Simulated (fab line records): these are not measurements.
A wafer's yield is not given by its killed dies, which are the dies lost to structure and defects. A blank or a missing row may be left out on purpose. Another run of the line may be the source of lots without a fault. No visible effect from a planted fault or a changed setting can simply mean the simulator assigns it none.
Comparing a struck lot with a sound one || flow nand_harc || 15 steps out of a route of 1302
Sound: the wafers L946.1, L946.3, L946.5. Struck: wafer L950.5. (L950.1 of the same lot was not struck and is left out.) The cause comes at the end.
For every step that has rows: the tool of each side, followed by ch and its chambers, followed by its first start. Under that, the readings that differ: sound wafers || struck wafers || difference of the means || sigmas: that difference in standard deviations of wafers without a fault.
alike: readings whose means differ by less than 2 such deviations, and words and numbers that are the same on both sides. not compared: withheld readings, readings that some wafer has no value for, bounds like >300 that may hide the same value, and numbers for which the record gives no deviation and whose values overlap.
A row with sigmas, a row that says differs or no value, or rows on one side alone: a step with any of these is where the two part. Numbers that have no deviation but don't overlap get no sigmas and don't part them. Lack of a reading on every wafer of one side parts them only where that side has two or more wafers.

first, 2 steps without rows for these wafers: NHARC_A_CONTACT_STRIP_104 (strips in CF4/CHF3); NHARC_A_CONTACT_STRIP_105 (strips in O2/COS).
NHARC_A_CONTACT_ETCH_106: etches the open film in CF4/O2, target depth 90 nm, overetch 9 nm, time 49.5 s.
  sound on rie_diel-12 ch 1,3, day 23 21:37; struck on rie_diel-08 ch 1, day 25 12:26
{"reading": "oes_ar_750_au (a.u.)", "sound": "0.998 1.005 1.002", "struck": 0.992, "difference": -0.010, "sigmas": -2}
{"reading": "rf_vpp_V (V)", "sound": "197.4 199.0 197.7", "struck": 201.4, "difference": "+3.4", "sigmas": "+2"}
  alike: drypump_motor_current_A, oes_product_au, showerhead_plenum_p_Torr, throttle_valve_pct
  not compared: rf_hours_counter_h
NHARC_A_CONTACT_STRIP_82: strips in O2.
  sound on rie_diel-12 ch 0,1; struck on rie_diel-08 ch 2
{"reading": "showerhead_plenum_p_Torr (Torr)", "sound": "3.57 3.80 3.57", "struck": 3.33, "difference": -0.32, "sigmas": -2}
  alike: drypump_motor_current_A, oes_product_au, rf_vpp_V, throttle_valve_pct
  not compared: rf_hours_counter_h
then, 1 step without rows for these wafers: NHARC_A_CONTACT_STRIP_83 (strips in post etch residue remover, time 600 s).
NHARC_A_CONTACT_DEP_84: deposits aC, target thk 2800 nm.
  sound on acl_dep-03 ch 0, day 23 22:16; struck on acl_dep-02 ch 0, day 25 16:25
  alike: throttle_valve_pct
NHARC_A_CONTACT_DEP_85: deposits SiON, target thk 60 nm.
  sound on pecvd-02 ch 0,1,2, day 24 00:01; struck on pecvd-01 ch 0, day 25 17:29
{"reading": "heater_power_w (W)", "sound": "584 617 663", "struck": 787, "difference": "+166", "sigmas": "+2"}
{"reading": "showerhead_vpp_V (V)", "sound": "1168 1112 1106", "struck": 1246, "difference": "+117", "sigmas": "+2"}
then, 5 steps without rows for these wafers: NHARC_A_CONTACT_DEHYDRATE_00 (time 120 s); NHARC_A_CONTACT_HMDS_01 (time 30 s); NHARC_A_CONTACT_COAT_86 (time 75 s); NHARC_A_CONTACT_COAT_87 (time 65 s); NHARC_A_CONTACT_COAT_02 (resist thk 90 nm).
NHARC_A_CONTACT_SOFTBAKE_03: time 55 s.
  sound on litho_track-04 ch 0, day 24 00:00; struck on litho_track-04 ch 0, day 25 17:00
{"reading": "heater_power_total_W (W)", "sound": "188.42 188.73 188.66", "struck": 323.03, "difference": "+134.43", "sigmas": "+99 or more"}
after that, 1 step had no rows for these wafers: NHARC_A_CONTACT_EBR_04.
-- the record jumps here: 2 days lie between the struck wafers' starts before and after (it left off in module A_CONTACT and takes up again in module END, whose first step shown is number 1302 of the route) --
NHARC_END_SORT_01:
  sound on prober-01 ch 0, day 26 02:40; struck on prober-01 ch 0, day 28 00:37
{"reading": "killed_short", "sound": "2 0 2", "struck": 5, "difference": "+4", "sigmas": "+2"}
  alike: killed_at_array, killed_at_other, killed_at_periphery, killed_dies, killed_open

## WHERE THEY PART
Last at NHARC_END_SORT_01 as far as this record goes, first at NHARC_A_CONTACT_ETCH_106.

WHY: what had been put in by the simulator
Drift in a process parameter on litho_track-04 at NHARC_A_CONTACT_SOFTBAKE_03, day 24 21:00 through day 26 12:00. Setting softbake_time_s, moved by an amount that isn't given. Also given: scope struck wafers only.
